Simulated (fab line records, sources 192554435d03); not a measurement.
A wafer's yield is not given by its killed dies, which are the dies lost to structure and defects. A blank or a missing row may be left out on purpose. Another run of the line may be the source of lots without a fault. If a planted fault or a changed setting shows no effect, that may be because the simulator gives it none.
Split-lot experiment | flow n5Finfet | on a route of 1938 steps: 7 lots, 21 wafers read

SPLIT DETAILS
At N5_BEOL_M9_ETCH_66 (etches SOC in N2/H2, target depth 80 nm, overetch 16 nm, time 120 s), the setting timeS was moved away from the recipe's 120 s on 11 of the 21 wafers read, by -16.8% to +7.1%. The other wafers ran this setting at the recipe's value.

The reading is taken at the split's own step.

THE READING
SiARC_of_BEOL_M9_COAT_64.thkNm (the simulator's own value, which no gauge read), in nm, at N5_BEOL_M9_ETCH_66 (etches SOC in N2/H2, target depth 80 nm, overetch 16 nm, time 120 s). The file gives no usual value for it. Across the 10 wafers here that went through the recipe, the average is 6.3 nm and the standard deviation 0.098 nm.

wafer  | tool, chamber at the split | timeS as run, s | against the recipe | SiARC_of_BEOL_M9_COAT_64.thkNm, nm | against lot-mates on the recipe
L079.1 | rieDiel-01, 0              | 120             | recipe             | 6.4                                | -
L079.5 | rieDiel-01, 2,1            | 110.9           | -7.6%              | 6.8                                | +0.4
L079.6 | rieDiel-01, 2,1            | 110.9           | -7.6%              | 6.8                                | +0.4
L084.4 | rieDiel-03, 0              | 128.5           | +7.1%              | 6.2                                | +0.0
L084.5 | rieDiel-03, 2              | 128.5           | +7.1%              | 6                                  | -0.2
L084.6 | rieDiel-03, 3              | 120             | recipe             | 6.2                                | -
L087.2 | rieDiel-01, 0,3,1          | 120             | recipe             | 6.4                                | -
L087.4 | rieDiel-01, 0,3,1          | 120             | recipe             | 6.4                                | -
L087.5 | rieDiel-01, 0,3,1          | 120             | recipe             | 6.4                                | -
L089.1 | rieDiel-03, 0              | 103.5           | -13.7%             | 7.4                                | no lot-mate on the recipe
L089.3 | rieDiel-03, 1              | 103.5           | -13.7%             | 7.2                                | no lot-mate on the recipe
L089.6 | rieDiel-03, 3              | 103.5           | -13.7%             | 7                                  | no lot-mate on the recipe
L091.3 | rieDiel-06, 2              | 120             | recipe             | 6.4                                | -
L091.4 | rieDiel-06, 0              | 105.2           | -12.3%             | 7                                  | +0.6
L091.6 | rieDiel-06, 3              | 105.2           | -12.3%             | 7.2                                | +0.8
L092.2 | rieDiel-01, 0,1,3          | 120             | recipe             | 6.2                                | -
L092.4 | rieDiel-01, 0,1,3          | 120             | recipe             | 6.2                                | -
L092.6 | rieDiel-01, 0,1,3          | 120             | recipe             | 6.2                                | -
L093.3 | rieDiel-03, 1              | 120             | recipe             | 6.4                                | -
L093.5 | rieDiel-03, 3,2            | 99.89           | -16.8%             | 7.2                                | +0.8
L093.6 | rieDiel-03, 3,2            | 99.89           | -16.8%             | 7.2                                | +0.8
Where a row lists several chambers, the file gives one row for several wafers and doesn't say which wafer went through which chamber.

THE FIT
A straight line over all 21 wafers: SiARC_of_BEOL_M9_COAT_64.thkNm changes by -0.0552 nm for each +1% of timeS; r = -0.96; the points scatter about the line by 0.13 nm.
The same after taking each lot's own level away (the mean of its wafers on the recipe; 18 wafers): -0.0448 nm for each +1%; r = -0.96; scatter 0.094 nm.
According to that fit, moving timeS by its largest amount changes the reading by 0.75 nm.
Across the lots, their own levels run from 6.20 to 6.40 nm, a range of 2.0 times the standard deviation given above.
Thus the slope moves with the lot-to-lot level: the two fits are different.
Check: +0.805 nm against its lot-mates is what the line predicts for one of the wafers moved furthest among these (-16.8%) when that wafer is left out of the fit. Against them it came out at +0.8 nm.

ADDITIONAL SPLITS CARRIED BY THESE WAFERS
These wafers also went through other splits before the reading. Each is held against what the fit with the lots' levels taken away leaves over:
other split on the same wafers  | wafers away from the commonest value | r with SiARC_of_BEOL_M9_COAT_64.thkNm (lot level and that fit taken away)
N5_BEOL_M7_ILD_DEP_00 timeS     | 6                                    | -0.18
N5_BEOL_M7_VIA_ETCH_34 sourceW  | 8                                    | -0.19
N5_BEOL_M7_TRENCH_ETCH_37 biasW | 4                                    | +0.08
N5_BEOL_M8_COAT_22 spinRpm      | 6                                    | +0.10
N5_BEOL_M8_DESCUM_33 timeS      | 4                                    | -0.39

FILE'S OWN FIT
SiARC_of_BEOL_M9_COAT_64.thkNm changes by -0.0477 nm for each +1% of timeS, r = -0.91.
